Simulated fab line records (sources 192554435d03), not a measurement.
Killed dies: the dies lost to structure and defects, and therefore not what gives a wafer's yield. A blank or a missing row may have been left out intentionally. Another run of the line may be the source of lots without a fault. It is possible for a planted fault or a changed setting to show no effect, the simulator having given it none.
Which tool is to blame? + flow n5Finfet + Sampling: 24 lots, 72 wafers, 3 of 1938 route steps

WHAT EACH GAUGE READ, for each wafer
N5_BEOL_M4_OVL_MEAS_12.
| lot  | measured     | on         | M4_OVL (nm)    |
|------|--------------|------------|----------------|
| L074 | day 7 14:42  | overlay-01 | 1.0 -0.5 -0.1  |
| L075 | day 7 14:54  | overlay-02 | 0.0 0.2 0.3    |
| L076 | day 7 16:14  | overlay-02 | 1.7 1.3 1.9    |
| L078 | day 8 16:29  | overlay-01 | -0.5 0.4 -0.5  |
| L077 | day 8 16:38  | overlay-01 | 1.2 0.9 1.2    |
| L079 | day 8 20:26  | overlay-01 | 0.6 -1.1 0.1   |
| L080 | day 9 07:10  | overlay-01 | -0.2 -0.5 0.8  |
| L081 | day 9 07:31  | overlay-02 | 0.8 -0.1 0.8   |
| L083 | day 9 12:57  | overlay-02 | 0.6 0.8 0.9    |
| L082 | day 9 22:06  | overlay-01 | 0.5 0.6 1.0    |
| L084 | day 9 23:38  | overlay-01 | -0.7 -0.1 0.7  |
| L085 | day 10 03:37 | overlay-01 | 0.3 2.1 0.0    |
| L088 | day 10 19:10 | overlay-01 | -0.5 0.0 -0.3  |
| L086 | day 10 20:27 | overlay-01 | 0.6 -0.3 1.4   |
| L087 | day 11 05:12 | overlay-02 | -0.1 -0.4 -0.5 |
| L090 | day 11 10:32 | overlay-01 | -0.2 0.0 0.0   |
| L089 | day 11 13:32 | overlay-01 | 0.4 1.1 1.4    |
| L092 | day 11 14:31 | overlay-02 | 0.4 -0.8 -0.6  |
| L091 | day 11 18:41 | overlay-02 | 1.2 0.8 0.3    |
| L093 | day 12 06:26 | overlay-02 | 0.3 0.3 0.5    |
| L095 | day 12 11:25 | overlay-01 | -0.6 -0.6 -1.3 |
| L094 | day 12 18:18 | overlay-01 | 0.0 0.6 0.5    |
| L096 | day 13 06:29 | overlay-02 | -0.4 0.0 0.1   |
| L097 | day 13 11:52 | overlay-02 | -0.3 0.5 0.0   |

EACH LOT AND THE TOOL THAT RAN IT (in order: tool; ch and the chambers of the sampled wafers; start)
| lot  | N5_BEOL_M3_SPUTTER_86       | N5_BEOL_M3_ANNEAL_95        |
|------|-----------------------------|-----------------------------|
| L074 | pvdSputter-02, day 7 09:55  | pvdSputter-02, day 7 10:52  |
| L075 | pvdSputter-01, day 7 10:19  | pvdSputter-01, day 7 11:16  |
| L076 | pvdSputter-03, day 7 12:46  | pvdSputter-03, day 7 13:43  |
| L078 | pvdSputter-01, day 8 12:46  | pvdSputter-01, day 8 13:49  |
| L077 | pvdSputter-02, day 8 13:23  | pvdSputter-02, day 8 14:21  |
| L079 | pvdSputter-02, day 8 17:34  | pvdSputter-02, day 8 18:31  |
| L080 | pvdSputter-01, day 9 04:07  | pvdSputter-01, day 9 05:05  |
| L081 | pvdSputter-02, day 9 04:11  | pvdSputter-02, day 9 05:08  |
| L083 | pvdSputter-03, day 9 08:57  | pvdSputter-03, day 9 09:55  |
| L082 | pvdSputter-02, day 9 16:56  | pvdSputter-02, day 9 17:54  |
| L084 | pvdSputter-02, day 9 19:55  | pvdSputter-02, day 9 20:52  |
| L085 | pvdSputter-03, day 10 00:23 | pvdSputter-03, day 10 01:21 |
| L088 | pvdSputter-01, day 10 14:29 | pvdSputter-01, day 10 15:26 |
| L086 | pvdSputter-02, day 10 17:25 | pvdSputter-02, day 10 18:23 |
| L087 | pvdSputter-01, day 11 00:00 | pvdSputter-01, day 11 00:58 |
| L090 | pvdSputter-03, day 11 06:58 | pvdSputter-03, day 11 07:55 |
| L089 | pvdSputter-02, day 11 09:38 | pvdSputter-02, day 11 10:35 |
| L092 | pvdSputter-03, day 11 11:34 | pvdSputter-03, day 11 12:31 |
| L091 | pvdSputter-01, day 11 12:29 | pvdSputter-01, day 11 13:27 |
| L093 | pvdSputter-01, day 12 02:40 | pvdSputter-01, day 12 03:38 |
| L095 | pvdSputter-01, day 12 04:33 | pvdSputter-01, day 12 05:31 |
| L094 | pvdSputter-01, day 12 15:16 | pvdSputter-01, day 12 16:13 |
| L096 | pvdSputter-01, day 13 03:07 | pvdSputter-01, day 13 04:04 |
| L097 | pvdSputter-01, day 13 07:11 | pvdSputter-01, day 13 08:09 |
- N5_BEOL_M3_SPUTTER_86: material Cu, target thk 4.5 nm, time 8.29 s.
- N5_BEOL_M3_ANNEAL_95: time 240 s.

WHAT THE TOOLS THEMSELVES READ (means of the sampled wafers that have a number; where no wafer has one, the mark that the record gives instead)
N5_BEOL_M3_SPUTTER_86.
| lot  | tool          | chuckSensorTempC (C) | throttleValvePct (%) |
|------|---------------|----------------------|----------------------|
| L074 | pvdSputter-02 | -16.1                | 29.1                 |
| L075 | pvdSputter-01 | -16.5                | 30.0                 |
| L076 | pvdSputter-03 | -16.5                | 29.8                 |
| L078 | pvdSputter-01 | -16.3                | 30.3                 |
| L077 | pvdSputter-02 | -16.1                | 30.2                 |
| L079 | pvdSputter-02 | -16.4                | 30.7                 |
| L080 | pvdSputter-01 | -16.4                | 30.4                 |
| L081 | pvdSputter-02 | -16.1                | 29.3                 |
| L083 | pvdSputter-03 | -16.6                | 29.6                 |
| L082 | pvdSputter-02 | -16.2                | 29.6                 |
| L084 | pvdSputter-02 | -16.4                | 31.0                 |
| L085 | pvdSputter-03 | -16.7                | 29.0                 |
| L088 | pvdSputter-01 | -16.3                | 29.4                 |
| L086 | pvdSputter-02 | -16.1                | 29.1                 |
| L087 | pvdSputter-01 | -16.4                | 30.8                 |
| L090 | pvdSputter-03 | -16.3                | 29.7                 |
| L089 | pvdSputter-02 | -16.5                | 31.1                 |
| L092 | pvdSputter-03 | -16.7                | 29.4                 |
| L091 | pvdSputter-01 | -16.2                | 29.6                 |
| L093 | pvdSputter-01 | -16.6                | 30.3                 |
| L095 | pvdSputter-01 | -16.3                | 29.3                 |
| L094 | pvdSputter-01 | -16.4                | 29.7                 |
| L096 | pvdSputter-01 | -16.4                | 29.7                 |
| L097 | pvdSputter-01 | -16.5                | 30.1                 |

N5_BEOL_M3_ANNEAL_95.
| lot  | tool          | heaterPowerW (W) |
|------|---------------|------------------|
| L074 | pvdSputter-02 | 809              |
| L075 | pvdSputter-01 | 811              |
| L076 | pvdSputter-03 | 873              |
| L078 | pvdSputter-01 | 817              |
| L077 | pvdSputter-02 | 793              |
| L079 | pvdSputter-02 | 797              |
| L080 | pvdSputter-01 | 759              |
| L081 | pvdSputter-02 | 812              |
| L083 | pvdSputter-03 | 836              |
| L082 | pvdSputter-02 | 823              |
| L084 | pvdSputter-02 | 790              |
| L085 | pvdSputter-03 | 826              |
| L088 | pvdSputter-01 | 830              |
| L086 | pvdSputter-02 | 808              |
| L087 | pvdSputter-01 | 799              |
| L090 | pvdSputter-03 | 824              |
| L089 | pvdSputter-02 | 802              |
| L092 | pvdSputter-03 | 826              |
| L091 | pvdSputter-01 | 810              |
| L093 | pvdSputter-01 | 755              |
| L095 | pvdSputter-01 | 782              |
| L094 | pvdSputter-01 | 778              |
| L096 | pvdSputter-01 | 782              |
| L097 | pvdSputter-01 | 800              |

THE ANSWER, worked out from the rows above alone
Rule: what is usual is taken from the lots themselves. Put in order of their means at a reading, lots are off if they are a third of the lots or fewer, leave a main group of 4 or more, and stand apart from it by a gap of 3 or more times the standard deviation of the main group's means; of several such gaps the widest counts. If all means in a main group match to the digits the tables above print for the reading, that group is not used. A lot without any number at a reading at which 4 lots or more have one is off too. All remaining lots with rows at the step are treated as sound. First the gauges in route order, then the tools' own readings, where a lot's mean is used as printed above. The first step at which some lot is off is used, and at that step the reading that is off furthest; a lot without a number counts as furthest.
Nothing can be told from this: no lot is off at any reading shown.

WHAT WAS PUT IN BY THE SIMULATOR
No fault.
